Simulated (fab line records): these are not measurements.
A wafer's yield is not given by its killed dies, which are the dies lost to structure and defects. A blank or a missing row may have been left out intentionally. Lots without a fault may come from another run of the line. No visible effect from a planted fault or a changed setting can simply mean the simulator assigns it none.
Which tool was responsible?	flow nandHarc	Sampling: 24 lots, 72 wafers, 5 of 1159 route steps

WHAT THE GAUGES READ, wafer by wafer
NHARC_A_CONTACT_INSPECT_23. Usual: rawDefectCount reads 455 (standard deviation 140).
lot	measured	on	rawDefectCount	flag
L074	day 17 14:07	defectInspect-01	396 484 467	
L075	day 17 16:05	defectInspect-02	293 385 321	
L076	day 18 01:58	defectInspect-01	285 346 392	
L079	day 18 01:46	defectInspect-02	472 387 521	
L081	day 18 09:59	defectInspect-02	462 559 714	
L077	day 18 12:04	defectInspect-01	519 479 672	
L080	day 18 16:13	defectInspect-02	316 431 300	
L078	day 18 16:58	defectInspect-01	310 332 319	
L082	day 19 15:59	defectInspect-01	463 352 446	
L084	day 19 22:04	defectInspect-01	389 412 374	
L086	day 19 22:30	defectInspect-02	483 315 338	
L085	day 20 03:13	defectInspect-01	337 344 333	
L083	day 20 03:58	defectInspect-02	629 475 418	
L088	day 20 11:25	defectInspect-01	513 394 315	
L087	day 21 00:07	defectInspect-01	404 392 317	
L089	day 21 00:34	defectInspect-02	560 441 366	
L090	day 21 13:46	defectInspect-01	301 338 274	
L092	day 22 00:41	defectInspect-02	361 344 508	
L093	day 22 02:32	defectInspect-01	614 583 467	
L091	day 22 03:14	defectInspect-02	500 528 273	
L094	day 22 09:43	defectInspect-02	329 495 426	
L095	day 22 22:22	defectInspect-02	483 605 676	
L096	day 23 01:41	defectInspect-02	638 433 686	
L097	day 23 07:05	defectInspect-02	325 454 393	

WHICH TOOL RAN EACH LOT (tool, then ch and the chambers of the sampled wafers, then the start)
lot	NHARC_A_CONTACT_ETCH_77	NHARC_A_CONTACT_DEP_84	NHARC_A_CONTACT_ETCH_139	NHARC_A_CONTACT_ETCH_98
L074	rieDiel-07 ch 0,1,3, day 17 06:27 or earlier	aclDep-03 ch 0, day 17 06:27	harCapEtch-02 ch 0,1, day 17 10:01	rieDiel-01 ch 0,3, day 17 10:56
L075	rieDiel-07 ch 0,1,3, day 17 09:35 or earlier	aclDep-03 ch 0, day 17 09:35	harCapEtch-02 ch 0,1, day 17 13:06	rieDiel-07 ch 1,2, day 17 16:05 or earlier
L076	rieDiel-01 ch 0,2, day 17 15:37 or earlier	aclDep-01 ch 0, day 17 15:37	harCapEtch-03 ch 0,1, day 17 19:21	rieDiel-13 ch 0,1, day 17 19:56
L079	rieDiel-13 ch 0,2, day 17 14:21 or earlier	aclDep-01 ch 0, day 17 14:21	harCapEtch-02 ch 0,1, day 17 18:14	rieDiel-13 ch 0,1, day 17 18:50
L081	rieDiel-07 ch 2,3, day 18 01:20 or earlier	aclDep-02 ch 0, day 18 01:20	harCapEtch-01 ch 0,1, day 18 05:22	rieDiel-13 ch 0,1,2, day 18 09:59 or earlier
L077	rieDiel-13 ch 0,3, day 18 05:07 or earlier	aclDep-02 ch 0, day 18 05:07	harCapEtch-02 ch 0,1, day 18 09:00	rieDiel-13 ch 1,2, day 18 12:04 or earlier
L080	rieDiel-13 ch 1,2,3, day 18 06:44 or earlier	aclDep-01 ch 0, day 18 06:44	harCapEtch-01 ch 0,1, day 18 10:41	rieDiel-01 ch 0,2,3, day 18 16:13 or earlier
L078	rieDiel-13 ch 1,2,3, day 18 07:59 or earlier	aclDep-01 ch 0, day 18 07:59	harCapEtch-03 ch 0,1, day 18 11:55	rieDiel-07 ch 0,2,3, day 18 16:58 or earlier
L082	rieDiel-13 ch 1,2,3, day 19 05:11 or earlier	aclDep-03 ch 0, day 19 05:11	harCapEtch-03 ch 0,1, day 19 08:45	rieDiel-07 ch 0,1,3, day 19 15:59 or earlier
L084	rieDiel-13 ch 0,2, day 19 14:01 or earlier	aclDep-03 ch 0, day 19 14:01	harCapEtch-02 ch 0,1, day 19 17:58	rieDiel-13 ch 0,2, day 19 22:04 or earlier
L086	rieDiel-13 ch 0,1, day 19 15:14 or earlier	aclDep-03 ch 0, day 19 15:14	harCapEtch-01 ch 0,1, day 19 18:58	rieDiel-13 ch 0,1,2, day 19 22:30 or earlier
L085	rieDiel-13 ch 1,2,3, day 19 18:47 or earlier	aclDep-03 ch 0, day 19 18:47	harCapEtch-01 ch 0,1, day 19 23:00	rieDiel-07 ch 2,3, day 20 03:13 or earlier
L083	rieDiel-13 ch 0,2, day 19 20:01 or earlier	aclDep-03 ch 0, day 19 20:01	harCapEtch-03 ch 0,1, day 20 00:43	rieDiel-07 ch 2,3, day 20 03:58 or earlier
L088	rieDiel-07 ch 0,1,2, day 20 04:10 or earlier	aclDep-03 ch 0, day 20 04:10	harCapEtch-03 ch 1, day 20 08:20	rieDiel-13 ch 0,1,2, day 20 11:25 or earlier
L087	rieDiel-07 ch 1,2,3, day 20 09:25 or earlier	aclDep-02 ch 0, day 20 09:25	harCapEtch-03 ch 0,1, day 20 13:25	rieDiel-01 ch 1,2,3, day 21 00:07 or earlier
L089	rieDiel-01 ch 1,2,3, day 20 10:31 or earlier	aclDep-01 ch 0, day 20 10:31	harCapEtch-02 ch 0,1, day 20 14:26	rieDiel-07 ch 0,3, day 21 00:34 or earlier
L090	rieDiel-13 ch 0,1,3, day 20 22:28 or earlier	aclDep-03 ch 0, day 20 22:28	harCapEtch-01 ch 0,1, day 21 01:48	rieDiel-13 ch 0,2,3, day 21 13:46 or earlier
L092	rieDiel-01 ch 0,1, day 21 14:43 or earlier	aclDep-01 ch 0, day 21 14:43	harCapEtch-03 ch 0,1, day 21 18:09	rieDiel-07 ch 0,1, day 22 00:41 or earlier
L093	rieDiel-07 ch 0,2,3, day 21 16:11 or earlier	aclDep-02 ch 0, day 21 16:11	harCapEtch-02 ch 0,1, day 21 20:04	rieDiel-13 ch 1,2,3, day 22 02:32 or earlier
L091	rieDiel-13 ch 0,1,2, day 21 17:25 or earlier	aclDep-02 ch 0, day 21 17:25	harCapEtch-01 ch 0,1, day 21 21:26	rieDiel-13 ch 0,1,3, day 22 03:14 or earlier
L094	rieDiel-13 ch 0,1,2, day 21 19:17 or earlier	aclDep-02 ch 0, day 21 19:17	harCapEtch-03 ch 0,1, day 21 22:37	rieDiel-13 ch 1,2, day 22 09:43 or earlier
L095	rieDiel-13 ch 1,2,3, day 22 14:34 or earlier	aclDep-02 ch 0, day 22 14:34	harCapEtch-02 ch 0,1, day 22 18:59	rieDiel-07 ch 0,2,3, day 22 22:22 or earlier
L096	rieDiel-13 ch 0,2, day 22 18:31 or earlier	aclDep-03 ch 0, day 22 18:31	harCapEtch-02 ch 0,1, day 22 22:37	rieDiel-13 ch 1,2,3, day 23 01:41 or earlier
L097	rieDiel-13 ch 0,1,2, day 22 23:34 or earlier	aclDep-02 ch 0, day 22 23:34	harCapEtch-03 ch 0,1, day 23 03:25	rieDiel-13 ch 0,2,3, day 23 07:05 or earlier
- NHARC_A_CONTACT_ETCH_77: etches the open film in CF4/CHF3, target depth 72.6 nm, time 36.3 s.
- NHARC_A_CONTACT_DEP_84: deposits aC, target thk 2000 nm.
- NHARC_A_CONTACT_ETCH_139: etches the open film in C4F8/O2/Ar, time 137 s, target depth 590 nm.
- NHARC_A_CONTACT_ETCH_98: etches the open film in C4F6/O2, target depth 20 nm, time 10 s.

AS READ BY THE TOOLS THEMSELVES (means over the sampled wafers that have a number; for cases with no such wafer, the mark the record gives instead)
NHARC_A_CONTACT_ETCH_77. Usual: drypumpMotorCurrentA 5.7 A, standard deviation 0.38; oesProductAu 0.933 a.u., standard deviation 0.018; rfVppV 369.5 V, standard deviation 2; showerheadPlenumPTorr 1.54 Torr, standard deviation 0.055; throttleValvePct 16.802 %, standard deviation 0.011.
lot	tool	drypumpMotorCurrentA (A)	oesProductAu (a.u.)	rfVppV (V)	showerheadPlenumPTorr (Torr)	throttleValvePct (%)	flag
L074	rieDiel-07	5.6	0.936	371.5	1.59	16.809	
L075	rieDiel-07	5.5	0.923	372.1	1.59	16.799	
L076	rieDiel-01	6.2	0.964	369.4	1.56	16.811	
L079	rieDiel-13	5.4	0.928	369.1	1.50	16.795	
L081	rieDiel-07	5.5	0.973	371.1	1.56	16.810	
L077	rieDiel-13	5.7	0.928	370.3	1.57	16.806	
L080	rieDiel-13	5.8	0.936	369.6	1.54	16.797	
L078	rieDiel-13	5.8	0.932	370.0	1.54	16.804	
L082	rieDiel-13	5.8	0.930	369.4	1.54	16.787	
L084	rieDiel-13	5.5	0.961	367.7	1.50	16.811	
L086	rieDiel-13	5.3	0.916	368.7	1.49	16.800	
L085	rieDiel-13	5.8	0.933	370.1	1.54	16.810	
L083	rieDiel-13	5.7	0.957	368.7	1.50	16.807	
L088	rieDiel-07	5.8	0.925	371.8	1.60	16.806	
L087	rieDiel-07	5.6	0.925	369.5	1.55	16.799	
L089	rieDiel-01	5.5	0.914	369.7	1.54	16.797	
L090	rieDiel-13	5.6	0.965	368.5	1.53	16.806	
L092	rieDiel-01	5.6	0.914	366.2	1.47	16.805	
L093	rieDiel-07	5.6	0.913	370.9	1.59	16.811	
L091	rieDiel-13	5.5	0.922	368.6	1.50	16.808	
L094	rieDiel-13	5.5	0.924	368.1	1.50	16.812	
L095	rieDiel-13	5.8	0.926	369.4	1.54	16.790	
L096	rieDiel-13	5.5	0.925	367.9	1.50	16.807	
L097	rieDiel-13	5.5	0.920	368.1	1.50	16.809	

NHARC_A_CONTACT_DEP_84. Usual: throttleValvePct reads 35.000 % (standard deviation 0.0097).
lot	tool	throttleValvePct (%)	flag
L074	aclDep-03	35.003	
L075	aclDep-03	34.996	
L076	aclDep-01	34.997	
L079	aclDep-01	34.996	
L081	aclDep-02	35.011	
L077	aclDep-02	35.002	
L080	aclDep-01	35.005	
L078	aclDep-01	35.009	
L082	aclDep-03	34.996	
L084	aclDep-03	34.993	
L086	aclDep-03	34.999	
L085	aclDep-03	35.005	
L083	aclDep-03	35.000	
L088	aclDep-03	35.002	
L087	aclDep-02	34.994	
L089	aclDep-01	35.000	
L090	aclDep-03	35.002	
L092	aclDep-01	35.002	
L093	aclDep-02	35.000	
L091	aclDep-02	34.993	
L094	aclDep-02	35.002	
L095	aclDep-02	35.002	
L096	aclDep-03	35.010	
L097	aclDep-02	34.999	

NHARC_A_CONTACT_ETCH_139. Usual: oesAirLineAu reads 0.997 a.u. (standard deviation 0.02).
lot	tool	oesAirLineAu (a.u.)	flag
L074	harCapEtch-02	1.018	
L075	harCapEtch-02	1.004	
L076	harCapEtch-03	1.008	
L079	harCapEtch-02	1.003	
L081	harCapEtch-01	0.976	
L077	harCapEtch-02	1.005	
L080	harCapEtch-01	0.981	
L078	harCapEtch-03	0.985	
L082	harCapEtch-03	0.983	
L084	harCapEtch-02	1.031	
L086	harCapEtch-01	0.990	
L085	harCapEtch-01	1.003	
L083	harCapEtch-03	1.017	
L088	harCapEtch-03	0.999	
L087	harCapEtch-03	0.973	
L089	harCapEtch-02	1.008	
L090	harCapEtch-01	0.987	
L092	harCapEtch-03	1.019	
L093	harCapEtch-02	1.007	
L091	harCapEtch-01	0.986	
L094	harCapEtch-03	1.017	
L095	harCapEtch-02	1.011	
L096	harCapEtch-02	1.000	
L097	harCapEtch-03	0.993	

NHARC_A_CONTACT_ETCH_98. Usual: c4f6FlowSccm 25.01 sccm, standard deviation 0.072; drypumpMotorCurrentA 5.7 A, standard deviation 0.36; oesProductAu 0.958 a.u., standard deviation 0.018; rfVppV 545.4 V, standard deviation 2.9; showerheadPlenumPTorr 3.86 Torr, standard deviation 0.13; throttleValvePct 26.904 %, standard deviation 0.0096.
lot	tool	c4f6FlowSccm (sccm)	drypumpMotorCurrentA (A)	oesProductAu (a.u.)	rfVppV (V)	showerheadPlenumPTorr (Torr)	throttleValvePct (%)	flag
L074	rieDiel-01	25.08	5.8	0.969	543.4	3.78	26.902	
L075	rieDiel-07	25.02	5.9	0.955	546.5	3.91	26.906	
L076	rieDiel-13	24.90	5.3	0.948	543.0	3.74	26.900	
L079	rieDiel-13	24.92	5.3	0.970	542.9	3.74	26.911	
L081	rieDiel-13	25.07	5.6	0.959	543.1	3.75	26.904	
L077	rieDiel-13	25.04	5.8	0.957	542.8	3.77	26.903	
L080	rieDiel-01	25.04	6.0	0.953	546.0	3.83	26.913	
L078	rieDiel-07	25.00	5.7	1.001	548.4	3.98	26.901	
L082	rieDiel-07	24.99	5.6	0.927	547.8	3.96	26.898	
L084	rieDiel-13	25.01	5.5	0.950	543.5	3.74	26.909	
L086	rieDiel-13	25.02	5.6	0.950	543.9	3.75	26.907	
L085	rieDiel-07	25.05	5.5	0.967	545.4	3.87	26.912	
L083	rieDiel-07	25.08	5.5	0.962	545.3	3.87	26.904	
L088	rieDiel-13	25.07	5.6	1.005	542.9	3.75	26.902	
L087	rieDiel-01	25.04	5.5	0.936	545.2	3.83	26.893	
L089	rieDiel-07	25.04	5.4	0.969	547.9	3.95	26.902	
L090	rieDiel-13	25.04	5.7	0.947	545.5	3.83	26.914	
L092	rieDiel-07	25.07	5.7	0.940	548.1	3.94	26.907	
L093	rieDiel-13	25.02	5.8	0.956	545.3	3.84	26.896	
L091	rieDiel-13	24.99	5.6	0.953	544.8	3.82	26.909	
L094	rieDiel-13	24.98	5.8	0.941	542.5	3.76	26.899	
L095	rieDiel-07	24.95	5.7	0.966	546.5	3.96	26.893	
L096	rieDiel-13	25.00	5.8	0.942	545.4	3.83	26.897	
L097	rieDiel-13	24.95	5.7	0.963	544.2	3.82	26.906	

THE ANSWER, worked out from the rows above alone
Rule: a lot counts as off when the mean over its wafers that have a number is more than 3 standard deviations away from the usual mean. Also off: a lot with no number at a reading for which 4 or more lots have one. All remaining lots with rows at the step are treated as sound. First the gauges in route order, then the tools' own readings, where a lot's mean is used as printed above. The first step at which some lot is off is used, and at that step the reading that is off furthest; a lot without a number counts as furthest.
None of the lots is off at any reading shown; this tells nothing.

WHAT THE SIMULATOR HAD PUT IN
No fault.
